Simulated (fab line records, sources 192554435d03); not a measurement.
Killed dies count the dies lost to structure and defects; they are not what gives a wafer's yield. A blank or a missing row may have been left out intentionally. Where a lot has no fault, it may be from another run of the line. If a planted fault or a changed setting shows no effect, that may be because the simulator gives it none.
Which tool did it?    flow n5_finfet    10 lots with 30 wafers sampled at 6 steps, on a route of 1938 steps

WHAT THE GAUGES SHOWED, per wafer
N5_BEOL_M1_THK_MEAS_01.
lot   measured      on             M1_ILD_THK (nm)
L909  day 6 09:58   film_metro-01  78.3 79.5 79.9
L910  day 6 11:31   film_metro-02  79.3 80.7 80.7
L911  day 6 20:13   film_metro-01  79.8 80.4 81.2
L917  day 8 09:28   film_metro-02  74.0 75.4 76.0
L920  day 9 03:49   film_metro-01  75.6 76.0 76.8
L923  day 9 18:13   film_metro-01  78.3 78.3 79.7
L924  day 10 00:31  film_metro-02  79.6 79.2 80.5
L925  day 10 02:21  film_metro-01  78.5 79.6 79.5
L926  day 10 21:52  film_metro-01  78.4 80.2 79.4
L930  day 11 21:30  film_metro-02  78.6 79.7 80.5

N5_BEOL_M4_RC_MEAS_101.
lot   measured      on         DIBL_N (mV/V)   DIBL_P (mV/V)   IOFF_N (nA/um)  IOFF_P (nA/um)  ION_N (uA/um)  ION_P (uA/um)  SS_N (mV/dec)   SS_P (mV/dec)   VT_N (mV)    VT_P (mV)
L909  day 8 09:23   prober-02  39.1 42.8 39.8  41.0 44.9 39.7  0.19 0.27 0.20  0.25 0.32 0.21  673 691 665    457 466 449    72.4 72.8 72.5  73.9 75.0 73.8  251 246 248  -250 -248 -252
L910  day 8 06:40   prober-01  35.9 36.8 33.4  36.2 37.7 33.5  0.15 0.17 0.12  0.18 0.21 0.15  662 678 659    449 462 454    71.2 71.3 70.8  73.6 73.8 73.1  251 250 251  -252 -249 -253
L911  day 8 11:45   prober-01  34.5 36.0 32.3  33.9 36.7 32.2  0.12 0.16 0.10  0.16 0.21 0.14  665 681 654    454 467 457    71.7 72.5 70.5  72.6 72.8 71.8  255 247 256  -255 -249 -255
L917  day 10 03:38  prober-02  36.4 39.9 38.9  36.5 38.3 39.8  0.15 0.24 0.22  0.20 0.22 0.28  657 651 679    457 447 466    71.6 74.4 71.7  73.8 73.4 73.7  252 249 246  -250 -252 -245
L920  day 10 20:03  prober-01  37.7 36.1 38.8  36.5 35.0 37.2  0.17 0.15 0.21  0.21 0.20 0.25  657 664 681    454 457 464    72.8 71.1 72.5  74.1 73.9 74.4  248 248 245  -252 -251 -251
L923  day 11 10:58  prober-02  39.1 34.5 38.9  39.9 33.9 38.1  0.23 0.13 0.21  0.28 0.17 0.23  689 662 670    468 451 459    72.3 71.2 72.5  74.1 72.6 73.4  244 250 247  -245 -253 -250
L924  day 12 15:23  prober-01  38.5 34.5 37.0  37.5 32.4 36.0  0.20 0.12 0.15  0.24 0.15 0.21  675 657 662    458 453 451    72.3 70.6 71.0  73.6 73.1 73.9  247 256 250  -248 -257 -251
L925  day 12 07:19  prober-02  37.8 38.4 37.0  36.1 36.1 35.6  0.15 0.17 0.15  0.22 0.22 0.22  676 679 685    467 465 476    72.1 72.0 71.7  73.2 73.1 73.2  249 250 249  -249 -248 -250
L926  day 13 02:29  prober-01  37.0 35.0 35.4  39.0 34.6 36.6  0.17 0.12 0.13  0.27 0.20 0.22  674 654 661    469 461 467    71.6 71.4 71.2  73.9 72.7 73.8  252 254 253  -246 -250 -247
L930  day 13 16:30  prober-01  36.7 37.6 35.3  36.9 36.4 34.9  0.18 0.17 0.13  0.19 0.18 0.17  676 668 651    455 445 452    71.4 71.6 70.8  74.0 73.9 72.3  246 247 251  -254 -255 -256

TOOL THAT RAN EACH LOT (tool first, then ch and the chambers of the sampled wafers, then the start)
lot   N5_BEOL_M0_SPUTTER_116        N5_BEOL_M0_ANNEAL_135         N5_BEOL_M1_ILD_DEP_00           N5_BEOL_M1_HM_DEP_02
L909  pvd_sputter-02, day 6 08:01   pvd_sputter-02, day 6 08:20   pecvd-03 ch 0,1,2, day 6 09:53  pvd_sputter-03, day 6 10:47
L910  pvd_sputter-03, day 6 09:58   pvd_sputter-03, day 6 10:17   pecvd-03 ch 0,1, day 6 11:26    pvd_sputter-03, day 6 12:04
L911  pvd_sputter-01, day 6 18:39   pvd_sputter-01, day 6 18:58   pecvd-02 ch 0,2, day 6 20:08    pvd_sputter-03, day 6 21:09
L917  pvd_sputter-01, day 8 07:38   pvd_sputter-01, day 8 07:57   pecvd-03 ch 0,2, day 8 09:23    pvd_sputter-01, day 8 10:59
L920  pvd_sputter-02, day 9 01:58   pvd_sputter-02, day 9 02:17   pecvd-03 ch 0,1, day 9 03:45    pvd_sputter-01, day 9 05:24
L923  pvd_sputter-02, day 9 15:44   pvd_sputter-02, day 9 16:04   pecvd-01 ch 0,2, day 9 18:09    pvd_sputter-02, day 9 19:16
L924  pvd_sputter-02, day 9 22:58   pvd_sputter-02, day 9 23:17   pecvd-01 ch 1,2, day 10 00:26   pvd_sputter-01, day 10 01:14
L925  pvd_sputter-01, day 10 00:46  pvd_sputter-01, day 10 01:05  pecvd-02 ch 0,2, day 10 02:17   pvd_sputter-03, day 10 02:54
L926  pvd_sputter-03, day 10 19:40  pvd_sputter-03, day 10 19:59  pecvd-02 ch 1,2, day 10 21:47   pvd_sputter-02, day 10 22:28
L930  pvd_sputter-03, day 11 19:54  pvd_sputter-03, day 11 20:13  pecvd-03 ch 0,1, day 11 21:26   pvd_sputter-02, day 11 22:06
- N5_BEOL_M0_SPUTTER_116: material Cu, target thk 4 nm, time 7.37 s.
- N5_BEOL_M0_ANNEAL_135: time 60 s.
- N5_BEOL_M1_ILD_DEP_00: deposits SiOC from DEMS/O2, target thk 79 nm, time 15.3 s.
- N5_BEOL_M1_HM_DEP_02: deposits TiN, target thk 20 nm.

AS READ BY THE TOOLS THEMSELVES (means over the sampled wafers that have a number; for cases with no such wafer, the mark the record gives instead)
N5_BEOL_M0_SPUTTER_116.
lot   tool            throttle_valve_pct (%)
L909  pvd_sputter-02  30.1
L910  pvd_sputter-03  31.4
L911  pvd_sputter-01  29.0
L917  pvd_sputter-01  29.5
L920  pvd_sputter-02  30.6
L923  pvd_sputter-02  29.8
L924  pvd_sputter-02  30.1
L925  pvd_sputter-01  29.4
L926  pvd_sputter-03  31.5
L930  pvd_sputter-03  31.3

N5_BEOL_M0_ANNEAL_135.
lot   tool            heater_power_w (W)
L909  pvd_sputter-02  904
L910  pvd_sputter-03  843
L911  pvd_sputter-01  711
L917  pvd_sputter-01  661
L920  pvd_sputter-02  838
L923  pvd_sputter-02  897
L924  pvd_sputter-02  868
L925  pvd_sputter-01  740
L926  pvd_sputter-03  837
L930  pvd_sputter-03  867

N5_BEOL_M1_ILD_DEP_00.
lot   tool      chamber_pressure_Torr (Torr)  heater_power_w (W)  showerhead_plenum_p_Torr (Torr)  throttle_valve_pct (%)
L909  pecvd-03  4.986                         482                 5.698                            11.7
L910  pecvd-03  4.990                         470                 5.699                            11.8
L911  pecvd-02  4.992                         557                 5.695                            11.3
L917  pecvd-03  5.001                         526                 5.712                            11.6
L920  pecvd-03  4.997                         454                 5.704                            12.0
L923  pecvd-01  5.002                         549                 5.694                            11.3
L924  pecvd-01  4.995                         481                 5.705                            11.7
L925  pecvd-02  4.994                         576                 5.701                            11.2
L926  pecvd-02  5.005                         488                 5.702                            11.1
L930  pecvd-03  5.005                         489                 5.698                            11.9

N5_BEOL_M1_HM_DEP_02.
lot   tool            throttle_valve_pct (%)
L909  pvd_sputter-03  31.4
L910  pvd_sputter-03  31.5
L911  pvd_sputter-03  31.4
L917  pvd_sputter-01  28.3
L920  pvd_sputter-01  28.4
L923  pvd_sputter-02  30.1
L924  pvd_sputter-01  29.4
L925  pvd_sputter-03  31.3
L926  pvd_sputter-02  30.3
L930  pvd_sputter-02  30.1

THE ANSWER, worked out from the rows above alone
Rule: usual is defined by the lots themselves. The widest of any qualifying gaps counts: lots, ordered by their means at a reading, are off when they make up no more than a third of the lots, leave a main group of 4 or more, and stand apart from it by 3 or more times the standard deviation of that group's means. A main group is skipped when, at the precision printed for the reading in the tables above, its means are all equal. Also off: a lot with no number at a reading for which 4 or more lots have one. The other lots that the step has rows for count as sound. After the gauges, taken in route order, come the tools' own readings; for these a lot's mean is taken, as printed above. The first step at which some lot is off is used, and at that step the reading that is off furthest; a lot without a number counts as furthest.
Off: L917, L920, seen at N5_BEOL_M1_THK_MEAS_01 (M1_ILD_THK). Main group: mean 79.6 nm, sd 0.53.
If a tool, at a process step before that reading, ran all the lots that are off and no sound lot after the first of them, it fits. The gauges at N5_BEOL_M1_THK_MEAS_01 are tried like those tools. None of those tried fits.

WHAT THE SIMULATOR PUT IN
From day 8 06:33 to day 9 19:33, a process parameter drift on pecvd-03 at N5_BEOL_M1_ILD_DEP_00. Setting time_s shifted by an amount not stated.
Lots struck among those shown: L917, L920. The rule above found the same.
